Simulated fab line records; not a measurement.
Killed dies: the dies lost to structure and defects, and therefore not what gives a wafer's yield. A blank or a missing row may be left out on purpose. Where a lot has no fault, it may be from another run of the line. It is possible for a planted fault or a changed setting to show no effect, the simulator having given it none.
Which of the tools did it? :: flow n5Finfet :: 30 wafers from 10 lots sampled at 4 of the route's 1938 steps

== WHAT THE GAUGES SHOWED, per wafer ==
N5_BEOL_M5_OCD_MEAS_38. Usual: trenchDepthNm at 71.4 nm, with a standard deviation of 1.1.
lot: L854
measured: day 8 12:43
on: ocd-01
trenchDepthNm (nm): 70.5 70.9 70.7
flag: 

lot: L856
measured: day 8 13:48
on: ocd-02
trenchDepthNm (nm): 71.9 71.4 71.7
flag: 

lot: L855
measured: day 8 14:11
on: ocd-02
trenchDepthNm (nm): 70.0 71.9 71.1
flag: 

lot: L862
measured: day 10 07:09
on: ocd-02
trenchDepthNm (nm): 69.5 69.6 70.5
flag: 

lot: L863
measured: day 10 19:20
on: ocd-01
trenchDepthNm (nm): 71.1 70.4 69.6
flag: 

lot: L866
measured: day 11 12:36
on: ocd-02
trenchDepthNm (nm): 71.1 73.0 71.9
flag: 

lot: L870
measured: day 12 13:21
on: ocd-01
trenchDepthNm (nm): 71.0 70.5 70.1
flag: 

lot: L872
measured: day 13 04:05
on: ocd-01
trenchDepthNm (nm): 69.7 71.8 72.7
flag: 

lot: L874
measured: day 13 20:09
on: ocd-01
trenchDepthNm (nm): 72.8 71.7 74.7
flag: 

lot: L876
measured: day 14 02:57
on: ocd-01
trenchDepthNm (nm): 71.7 70.4 72.0
flag: 

== WHAT TOOL EACH LOT RAN ON (gives the tool, then ch and the chambers of the sampled wafers, and finally the start) ==
lot: L854
N5_BEOL_M5_STRIP_64: rieDiel-01 ch 1,2, day 8 11:38
N5_BEOL_M5_VIA_ETCH_34: rieDiel-03 ch 1,2, day 8 12:29
N5_BEOL_M5_STRIP_91: rieDiel-03 ch 1,2, day 8 12:43 or earlier

lot: L856
N5_BEOL_M5_STRIP_64: rieDiel-06 ch 0,1,3, day 8 12:26
N5_BEOL_M5_VIA_ETCH_34: rieDiel-03 ch 2,3, day 8 13:34
N5_BEOL_M5_STRIP_91: rieDiel-03 ch 2,3, day 8 13:48 or earlier

lot: L855
N5_BEOL_M5_STRIP_64: rieDiel-06 ch 0,3, day 8 12:41
N5_BEOL_M5_VIA_ETCH_34: rieDiel-03 ch 0,1,3, day 8 13:57
N5_BEOL_M5_STRIP_91: rieDiel-03 ch 0,1,3, day 8 14:11 or earlier

lot: L862
N5_BEOL_M5_STRIP_64: rieDiel-06 ch 1,2,3, day 10 04:58
N5_BEOL_M5_VIA_ETCH_34: rieDiel-03 ch 0,1,2, day 10 06:55
N5_BEOL_M5_STRIP_91: rieDiel-03 ch 0,1,2, day 10 07:09 or earlier

lot: L863
N5_BEOL_M5_STRIP_64: rieDiel-06 ch 0,3, day 10 17:44
N5_BEOL_M5_VIA_ETCH_34: rieDiel-03 ch 0,1,2, day 10 19:06
N5_BEOL_M5_STRIP_91: rieDiel-03 ch 0,1,2, day 10 19:20 or earlier

lot: L866
N5_BEOL_M5_STRIP_64: rieDiel-01 ch 0,1,3, day 11 11:04
N5_BEOL_M5_VIA_ETCH_34: rieDiel-01 ch 0,1,2, day 11 12:22
N5_BEOL_M5_STRIP_91: rieDiel-01 ch 0,1,2, day 11 12:36 or earlier

lot: L870
N5_BEOL_M5_STRIP_64: rieDiel-01 ch 0,2,3, day 12 11:29
N5_BEOL_M5_VIA_ETCH_34: rieDiel-03 ch 0,1,2, day 12 13:07
N5_BEOL_M5_STRIP_91: rieDiel-03 ch 0,1,2, day 12 13:21 or earlier

lot: L872
N5_BEOL_M5_STRIP_64: rieDiel-06 ch 0,2, day 13 02:06
N5_BEOL_M5_VIA_ETCH_34: rieDiel-06 ch 0,2,3, day 13 03:51
N5_BEOL_M5_STRIP_91: rieDiel-06 ch 0,2,3, day 13 04:05 or earlier

lot: L874
N5_BEOL_M5_STRIP_64: rieDiel-06 ch 0,1, day 13 18:40
N5_BEOL_M5_VIA_ETCH_34: rieDiel-01 ch 0,2,3, day 13 19:54
N5_BEOL_M5_STRIP_91: rieDiel-01 ch 0,2,3, day 13 20:09 or earlier

lot: L876
N5_BEOL_M5_STRIP_64: rieDiel-03 ch 0,1, day 14 01:46
N5_BEOL_M5_VIA_ETCH_34: rieDiel-01 ch 0,3, day 14 02:42
N5_BEOL_M5_STRIP_91: rieDiel-01 ch 0,3, day 14 02:57 or earlier
- N5_BEOL_M5_STRIP_64: strips in CF4.
- N5_BEOL_M5_VIA_ETCH_34: etches SiCOH lowk in C4F6/O2, target depth 88.3 nm, time 39.2 s.
- N5_BEOL_M5_STRIP_91: strips in N2/H2, time 10 s.

== AS READ BY THE TOOLS THEMSELVES (means over the sampled wafers that have a number; for cases with no such wafer, the mark the record gives instead) ==
N5_BEOL_M5_STRIP_64. Usual: drypumpMotorCurrentA 5.8 A, standard deviation 0.53; oesProductAu 0.80 a.u., standard deviation 0.079; rfVppV 271.8 V, standard deviation 1.6; showerheadPlenumPTorr 1.83 Torr, standard deviation 0.056; throttleValvePct 13.5 %, standard deviation 0.33.
lot: L854
tool: rieDiel-01
drypumpMotorCurrentA (A): 5.1
oesProductAu (a.u.): 0.80
rfVppV (V): 272.6
showerheadPlenumPTorr (Torr): 1.88
throttleValvePct (%): 13.5
flag: 

lot: L856
tool: rieDiel-06
drypumpMotorCurrentA (A): 5.7
oesProductAu (a.u.): 0.89
rfVppV (V): 273.2
showerheadPlenumPTorr (Torr): 1.85
throttleValvePct (%): 13.2
flag: 

lot: L855
tool: rieDiel-06
drypumpMotorCurrentA (A): 5.8
oesProductAu (a.u.): 0.88
rfVppV (V): 272.6
showerheadPlenumPTorr (Torr): 1.85
throttleValvePct (%): 13.1
flag: 

lot: L862
tool: rieDiel-06
drypumpMotorCurrentA (A): 6.1
oesProductAu (a.u.): 0.82
rfVppV (V): 271.2
showerheadPlenumPTorr (Torr): 1.79
throttleValvePct (%): 13.4
flag: 

lot: L863
tool: rieDiel-06
drypumpMotorCurrentA (A): 5.4
oesProductAu (a.u.): 0.84
rfVppV (V): 272.3
showerheadPlenumPTorr (Torr): 1.87
throttleValvePct (%): 13.3
flag: 

lot: L866
tool: rieDiel-01
drypumpMotorCurrentA (A): 5.8
oesProductAu (a.u.): 0.79
rfVppV (V): 271.9
showerheadPlenumPTorr (Torr): 1.83
throttleValvePct (%): 13.5
flag: 

lot: L870
tool: rieDiel-01
drypumpMotorCurrentA (A): 5.9
oesProductAu (a.u.): 0.83
rfVppV (V): 271.4
showerheadPlenumPTorr (Torr): 1.81
throttleValvePct (%): 13.4
flag: 

lot: L872
tool: rieDiel-06
drypumpMotorCurrentA (A): 5.9
oesProductAu (a.u.): 0.73
rfVppV (V): 271.2
showerheadPlenumPTorr (Torr): 1.76
throttleValvePct (%): 13.9
flag: 

lot: L874
tool: rieDiel-06
drypumpMotorCurrentA (A): 5.3
oesProductAu (a.u.): 0.82
rfVppV (V): 272.1
showerheadPlenumPTorr (Torr): 1.86
throttleValvePct (%): 13.4
flag: 

lot: L876
tool: rieDiel-03
drypumpMotorCurrentA (A): 5.4
oesProductAu (a.u.): 0.70
rfVppV (V): 271.5
showerheadPlenumPTorr (Torr): 1.84
throttleValvePct (%): 13.5
flag: 

N5_BEOL_M5_VIA_ETCH_34. Usual: biasW 185.0 W, standard deviation 0.5; drypumpMotorCurrentA 5.7 A, standard deviation 0.44; oes_f_703_au 0.77 a.u., standard deviation 0.069; oesProductAu 0.76 a.u., standard deviation 0.071; rfVppV 669 V, standard deviation 4.5; showerheadPlenumPTorr 2.92 Torr, standard deviation 0.059; throttleValvePct 20.78 %, standard deviation 0.19.
lot: L854
tool: rieDiel-03
biasW (W): 185.1
drypumpMotorCurrentA (A): 5.9
oes_f_703_au (a.u.): 0.74
oesProductAu (a.u.): 0.74
rfVppV (V): 672
showerheadPlenumPTorr (Torr): 2.94
throttleValvePct (%): 20.93
flag: 

lot: L856
tool: rieDiel-03
biasW (W): 185.0
drypumpMotorCurrentA (A): 5.9
oes_f_703_au (a.u.): 0.79
oesProductAu (a.u.): 0.78
rfVppV (V): 671
showerheadPlenumPTorr (Torr): 2.92
throttleValvePct (%): 20.80
flag: 

lot: L855
tool: rieDiel-03
biasW (W): 184.7
drypumpMotorCurrentA (A): 5.6
oes_f_703_au (a.u.): 0.78
oesProductAu (a.u.): 0.79
rfVppV (V): 671
showerheadPlenumPTorr (Torr): 2.93
throttleValvePct (%): 20.73
flag: 

lot: L862
tool: rieDiel-03
biasW (W): 184.5
drypumpMotorCurrentA (A): 5.7
oes_f_703_au (a.u.): 0.72
oesProductAu (a.u.): 0.72
rfVppV (V): 673
showerheadPlenumPTorr (Torr): 2.93
throttleValvePct (%): 20.79
flag: 

lot: L863
tool: rieDiel-03
biasW (W): 185.6
drypumpMotorCurrentA (A): 5.7
oes_f_703_au (a.u.): 0.72
oesProductAu (a.u.): 0.72
rfVppV (V): 672
showerheadPlenumPTorr (Torr): 2.93
throttleValvePct (%): 20.82
flag: 

lot: L866
tool: rieDiel-01
biasW (W): 185.0
drypumpMotorCurrentA (A): 5.7
oes_f_703_au (a.u.): 0.76
oesProductAu (a.u.): 0.75
rfVppV (V): 666
showerheadPlenumPTorr (Torr): 2.95
throttleValvePct (%): 20.86
flag: 

lot: L870
tool: rieDiel-03
biasW (W): 196.5
drypumpMotorCurrentA (A): 5.7
oes_f_703_au (a.u.): 0.72
oesProductAu (a.u.): 0.71
rfVppV (V): 704
showerheadPlenumPTorr (Torr): 2.92
throttleValvePct (%): 20.84
flag: OFF

lot: L872
tool: rieDiel-06
biasW (W): 184.8
drypumpMotorCurrentA (A): 5.9
oes_f_703_au (a.u.): 0.79
oesProductAu (a.u.): 0.79
rfVppV (V): 661
showerheadPlenumPTorr (Torr): 2.86
throttleValvePct (%): 20.84
flag: 

lot: L874
tool: rieDiel-01
biasW (W): 185.0
drypumpMotorCurrentA (A): 5.9
oes_f_703_au (a.u.): 0.82
oesProductAu (a.u.): 0.82
rfVppV (V): 669
showerheadPlenumPTorr (Torr): 2.86
throttleValvePct (%): 20.75
flag: 

lot: L876
tool: rieDiel-01
biasW (W): 185.6
drypumpMotorCurrentA (A): 6.4
oes_f_703_au (a.u.): 0.74
oesProductAu (a.u.): 0.74
rfVppV (V): 667
showerheadPlenumPTorr (Torr): 2.87
throttleValvePct (%): 20.80
flag: 

N5_BEOL_M5_STRIP_91. Usual: drypumpMotorCurrentA 5.7 A, standard deviation 0.44; oesProductAu 0.76 a.u., standard deviation 0.071; rfVppV 59.5 V, standard deviation 0.86; showerheadPlenumPTorr 2.61 Torr, standard deviation 0.055; throttleValvePct 23.55 %, standard deviation 0.21.
lot: L854
tool: rieDiel-03
drypumpMotorCurrentA (A): 5.9
oesProductAu (a.u.): 0.74
rfVppV (V): 59.6
showerheadPlenumPTorr (Torr): 2.63
throttleValvePct (%): 23.71
flag: 

lot: L856
tool: rieDiel-03
drypumpMotorCurrentA (A): 5.9
oesProductAu (a.u.): 0.79
rfVppV (V): 59.7
showerheadPlenumPTorr (Torr): 2.62
throttleValvePct (%): 23.66
flag: 

lot: L855
tool: rieDiel-03
drypumpMotorCurrentA (A): 5.6
oesProductAu (a.u.): 0.79
rfVppV (V): 59.5
showerheadPlenumPTorr (Torr): 2.62
throttleValvePct (%): 23.57
flag: 

lot: L862
tool: rieDiel-03
drypumpMotorCurrentA (A): 5.8
oesProductAu (a.u.): 0.73
rfVppV (V): 59.0
showerheadPlenumPTorr (Torr): 2.62
throttleValvePct (%): 23.60
flag: 

lot: L863
tool: rieDiel-03
drypumpMotorCurrentA (A): 5.7
oesProductAu (a.u.): 0.72
rfVppV (V): 59.5
showerheadPlenumPTorr (Torr): 2.62
throttleValvePct (%): 23.62
flag: 

lot: L866
tool: rieDiel-01
drypumpMotorCurrentA (A): 5.7
oesProductAu (a.u.): 0.75
rfVppV (V): 59.7
showerheadPlenumPTorr (Torr): 2.64
throttleValvePct (%): 23.53
flag: 

lot: L870
tool: rieDiel-03
drypumpMotorCurrentA (A): 5.7
oesProductAu (a.u.): 0.71
rfVppV (V): 59.1
showerheadPlenumPTorr (Torr): 2.62
throttleValvePct (%): 23.63
flag: 

lot: L872
tool: rieDiel-06
drypumpMotorCurrentA (A): 5.9
oesProductAu (a.u.): 0.79
rfVppV (V): 58.8
showerheadPlenumPTorr (Torr): 2.55
throttleValvePct (%): 23.46
flag: 

lot: L874
tool: rieDiel-01
drypumpMotorCurrentA (A): 5.9
oesProductAu (a.u.): 0.82
rfVppV (V): 59.8
showerheadPlenumPTorr (Torr): 2.56
throttleValvePct (%): 23.47
flag: 

lot: L876
tool: rieDiel-01
drypumpMotorCurrentA (A): 6.4
oesProductAu (a.u.): 0.75
rfVppV (V): 58.8
showerheadPlenumPTorr (Torr): 2.56
throttleValvePct (%): 23.47
flag: 

== THE ANSWER, worked out from the rows above alone ==
Rule: lot off if the mean of its wafers having a number is beyond 3 standard deviations from the usual mean. Also off: a lot with no number at a reading for which 4 or more lots have one. Any other lot the step has rows for is counted as sound. Order of review: gauges by route order, followed by the tools' own readings, for which a lot's mean as printed above is used. At the first step where some lot is off, the reading lying furthest off is the one used; lots without a number count as furthest.
Off at N5_BEOL_M5_VIA_ETCH_34 (biasW): L870.
A tool fits if, at that step or a process step before it, it ran every lot that is off, and no sound lot after the first of them. 2 tools fit, rieDiel-01 at N5_BEOL_M5_STRIP_64 and rieDiel-03 at N5_BEOL_M5_VIA_ETCH_34, so this cannot tell which one it is.

== WHAT THE SIMULATOR HAD INSERTED ==
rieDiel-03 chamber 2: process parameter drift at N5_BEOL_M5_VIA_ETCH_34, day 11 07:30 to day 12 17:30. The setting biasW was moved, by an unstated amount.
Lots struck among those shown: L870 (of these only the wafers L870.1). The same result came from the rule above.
